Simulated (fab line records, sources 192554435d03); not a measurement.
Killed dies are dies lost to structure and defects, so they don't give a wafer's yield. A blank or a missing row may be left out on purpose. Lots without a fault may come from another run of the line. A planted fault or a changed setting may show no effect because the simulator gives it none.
Chamber matching | flow n5_finfet | N5_BEOL_M1_DEP_57 on pecvd-03: 3 sister chambers
The step deposits SiCN from 3MS/NH3, target thk 8 nm, time 14 s. 24 wafers are shown with their chamber, then 12 later ones without.

WAFERS WITH THEIR CHAMBER
wafer  | chamber | throttle_valve_pct (%) | showerhead_plenum_p_Torr (Torr)
L074.2 | 2       | 8.6                    | 3.655
L074.3 | 1       | 9.6                    | 3.690
L074.5 | 1       | 9.7                    | 3.692
L075.1 | 2       | 8.5                    | 3.667
L075.5 | 1       | 9.7                    | 3.699
L075.6 | 0       | 9.1                    | 3.674
L076.1 | 2       | 8.7                    | 3.662
L076.3 | 1       | 9.7                    | 3.691
L076.5 | 2       | 8.7                    | 3.665
L080.1 | 2       | 9.0                    | 3.661
L080.2 | 0       | 8.7                    | 3.668
L080.3 | 1       | 9.8                    | 3.693
L080.4 | 1       | 9.7                    | 3.696
L080.5 | 0       | 8.7                    | 3.675
L080.6 | 2       | 8.8                    | 3.670
L082.1 | 2       | 8.5                    | 3.661
L082.2 | 1       | 9.8                    | 3.695
L082.3 | 0       | 9.0                    | 3.675
L082.4 | 0       | 8.8                    | 3.677
L082.5 | 1       | 9.8                    | 3.684
L082.6 | 2       | 8.6                    | 3.671
L083.2 | 0       | 8.6                    | 3.683
L083.5 | 1       | 9.5                    | 3.684
L083.6 | 2       | 8.6                    | 3.653

SIGNATURES (means of the wafers above)
reading                  | chamber 0 | chamber 1 | chamber 2 | scatter within a chamber
throttle_valve_pct       | 8.817     | 9.700     | 8.667     | 0.149
showerhead_plenum_p_Torr | 3.67533   | 3.69156   | 3.66278   | 0.00547
Rule: a wafer's distance from a chamber is the root of the sum, over the readings, of the square of ((its reading less the chamber's mean) divided by the reading's scatter). The wafer belongs to the nearest chamber; if the next one is less than 2 further off, it can't be placed. The scatter: the root of (the sum of the squares of (reading less its chamber's mean) over the shown wafers, divided by (wafers less chambers)).

WAFERS WITHOUT THEIR CHAMBER
wafer  | throttle_valve_pct (%) | showerhead_plenum_p_Torr (Torr)
L084.1 | 9.9                    | 3.695
L084.5 | 8.6                    | 3.684
L084.6 | 10.0                   | 3.695
L090.1 | 8.7                    | 3.680
L090.2 | 9.6                    | 3.684
L090.3 | 8.6                    | 3.668
L090.4 | 9.1                    | 3.666
L090.5 | 9.9                    | 3.684
L090.6 | 8.7                    | 3.669
L096.2 | 9.6                    | 3.687
L096.3 | 10.1                   | 3.696
L096.6 | 9.9                    | 3.691

WHICH CHAMBER EACH WENT THROUGH
wafer  | from the rows above     | in truth
L084.1 | 1                       | 1
L084.5 | can't be placed: 0 or 2 | 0
L084.6 | 1                       | 1
L090.1 | can't be placed: 0 or 2 | 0
L090.2 | 1                       | 1
L090.3 | can't be placed: 2 or 0 | 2
L090.4 | can't be placed: 0 or 2 | 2
L090.5 | 1                       | 1
L090.6 | can't be placed: 2 or 0 | 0
L096.2 | 1                       | 1
L096.3 | 1                       | 1
L096.6 | 1                       | 1
Placed correctly: 7 of 12. Can't be placed from these rows: 5 (the true chamber is among the candidates in 5). Placed wrongly: 0.
